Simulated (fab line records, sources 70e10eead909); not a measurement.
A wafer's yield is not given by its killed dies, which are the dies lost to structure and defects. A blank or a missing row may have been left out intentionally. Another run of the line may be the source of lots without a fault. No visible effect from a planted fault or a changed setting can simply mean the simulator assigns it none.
Problem report in the 8D (eight disciplines) form, filled by code    flow nand-harc    the parts of the form that need people (team, actions taken, sign-off) are left out

## 1. THE PROBLEM
Mean of cd-nm at NHARC_P_GATE_CD_MEAS_46: 701.9 nm across 6 wafers in 2 lots; on wafers with no fault it is 719.8 nm (standard deviation 1.9). That is -9.4 standard deviations from the usual mean.
The step: target cd 720 nm.
First observed at day 12 00:13: wafer L367.1, on cd-sem-03. The record has a number at this step for 33 wafers belonging to 11 lots. The rule behind "out" and "out of limits": a value lying over 4 standard deviations away from the usual mean. The other wafers with a number count as sound.

## 2. WHAT IT IS, WHAT IT ISN'T
question                     is                      is not
which readings at this step  cd-nm                   -
which lots                   L367, L369              L352, L353, L354, L357, L359, L363, L366, L372, L374
which wafers of those lots   all that have a number  -
read on which gauges         cd-sem-02, cd-sem-03    cd-sem-01
when                         from day 12 00:13       up to then (18 sound wafers); but 9 sound wafers of L366, L372, L374 came after

## 3. SUSPECTS, AND WHAT RULES EACH OUT
Counting: a tool at a process step up to the reading stays a suspect if it ran every lot that is out and no sound lot after the first of them.
- the gauge at NHARC_P_GATE_CD_MEAS_46: ruled out. 2 gauges (cd-sem-02, cd-sem-03) read the wafers that are out.
- krf-scanner-04 at NHARC_P_GATE_EXPOSE_43 (exposes mask P NSD, target cd 720 nm): kept. All lots that are out passed through it, beginning with L367 at day 12 00:04, and no sound lot followed; its final sound lot before that point was L359 at day 8 18:10. Its own exposure-dose-mJ-cm2 readings are out on those wafers.
Left after counting: krf-scanner-04 at NHARC_P_GATE_EXPOSE_43.

## 4. THE CAUSE (what the simulator had put in)
Drift in process parameters on krf-scanner-04 at NHARC_P_GATE_EXPOSE_43, starting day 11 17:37. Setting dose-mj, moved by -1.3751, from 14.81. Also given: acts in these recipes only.
Counting left only this tool.

## 5. THE EFFECT CHAIN, in route order
Each row: a reading whose mean over the struck wafers that have a number lies more than 3 standard deviations from the usual. Scope: only readings with a usual standard deviation given in the record; hours: median across lots of the time from each lot's start at the first step in this table that gives one to its start at this step; sigmas: change in usual standard deviations.
hours  step                     reading               usual     on struck wafers  change  sigmas
0      NHARC_P_GATE_EXPOSE_43   exposure-dose-mJ-cm2  14.810    13.427            -1.383  -99 or more
0      NHARC_P_GATE_CD_MEAS_46  cd-nm                 719.8 nm  701.9             -17.9   -9.4
Its process steps:
- NHARC_P_GATE_EXPOSE_43: exposes mask P NSD, target cd 720 nm.
At these later measuring or inspecting steps, every struck wafer for which the step has a row has a number for every such reading, and none has moved that far: NHARC_END_SORT_01.

## 6. HOW IT WOULD HAVE BEEN CAUGHT EARLIER
In this record the first reading out of limits at a measuring or inspecting step was taken at day 12 00:13, 7 hours after the fault began at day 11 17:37.
The tool's own readings at NHARC_P_GATE_EXPOSE_43 were out on every struck wafer that the step has a row for (exposure-dose-mJ-cm2): an alarm limit on them would have fired on the first of those.
Of the lots that are out (2), L369 began NHARC_P_GATE_EXPOSE_43 on krf-scanner-04 after day 12 00:13. A hold on the tool at that time would have spared it.
